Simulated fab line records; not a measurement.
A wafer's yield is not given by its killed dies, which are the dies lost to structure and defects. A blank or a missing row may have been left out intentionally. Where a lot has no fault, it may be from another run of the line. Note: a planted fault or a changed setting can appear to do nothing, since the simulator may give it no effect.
The same fault as seen by 2 desks	flow nand harc	every desk sees just its own numbers, and what lay behind them comes last

== TOOL OWNER'S DESK, litho track-02 ==
The tool's own readings at NHARC_P_ZERO_WELL_PEB_35 (peb time 85 s): means of the sampled wafers that have a number, for each lot that ran on this tool. The brackets show how far a lot's mean lies from the usual mean; more than 4 standard deviations puts the lot out of limits, marked OUT.
Columns: A = heater power total W at NHARC_P_ZERO_WELL_PEB_35, usual 163.98 W; B = plate temp C at NHARC_P_ZERO_WELL_PEB_35, usual 118.01 C
lot	first seen here	A	B
L973	day 2 00:34	164.17	118.03
L975	day 2 20:04	163.91	117.90
L984	day 6 14:10	161.31 (-9.9) OUT	116.52 (-10) OUT
L985	day 7 00:13	161.36 (-9.7) OUT	116.73 (-8.5) OUT
L993	day 10 08:00	163.70	118.01
L996	day 11 14:07	163.72	118.01
This desk finds L984, L985 out of limits, L984 being first, at day 6 14:10 (heater power total W at NHARC_P_ZERO_WELL_PEB_35). In limits: L973, L975, L993, L996.

== AT THE METROLOGY DESK ==
What the gauges read, lot by lot, whatever tool the lot ran on: means of the sampled wafers that have a number. The brackets show how far a lot's mean lies from the usual mean; more than 4 standard deviations puts the lot out of limits, marked OUT.
Columns: A = cd nm at NHARC_P_ZERO_WELL_CD_MEAS_11, usual 501.5 nm; B = overlay x nm at NHARC_P_GATE_OVL_MEAS_27, usual 0.1 nm; C = overlay y nm at NHARC_P_GATE_OVL_MEAS_27, usual 0.1 nm
lot	first seen here	A	B	C
L973	day 1 21:15	504.3	0.4	0.9
L975	day 2 17:15	502.7	0.1	0.6
L978	day 3 23:08	499.4	-1.2	-0.5
L979	day 4 09:15	502.8	-1.0	0.3
L984	day 6 11:07	501.7	-1.1	0.2
L985	day 6 21:07	503.0	1.3	1.4
L989	day 8 13:16	502.1	-0.1	-1.6
L991	day 9 09:14	501.7	-0.5	-1.0
L992	day 9 19:07	501.8	-0.3	0.1
L993	day 10 05:07	498.0	0.3	0.3
L994	day 10 15:08	502.6	0.5	-0.5
L995	day 11 01:11	501.7	-0.2	0.2
L996	day 11 11:14	502.0	0.3	0.8
This desk's verdict: no lot among the 13 shows anything out of limits.

== ALL TOGETHER ==
At day 6 14:10, on L984, L985, the tool owner's desk was in a position to raise an alarm.
Metrology desk: nothing out of limits seen.
The metrology desk has L984, L985 on record, within its limits.
On litho track-02, each named lot ran NHARC_P_ZERO_WELL_PEB_35.

== WHAT THE SIMULATOR HAD INSERTED ==
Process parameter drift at NHARC_P_ZERO_WELL_PEB_35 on litho track-02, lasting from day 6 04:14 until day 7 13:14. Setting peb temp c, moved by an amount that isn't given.
Struck lots among those shown: L984, L985.
Hours from the fault's start to each desk's first reading out of limits: the tool owner's desk, 10.
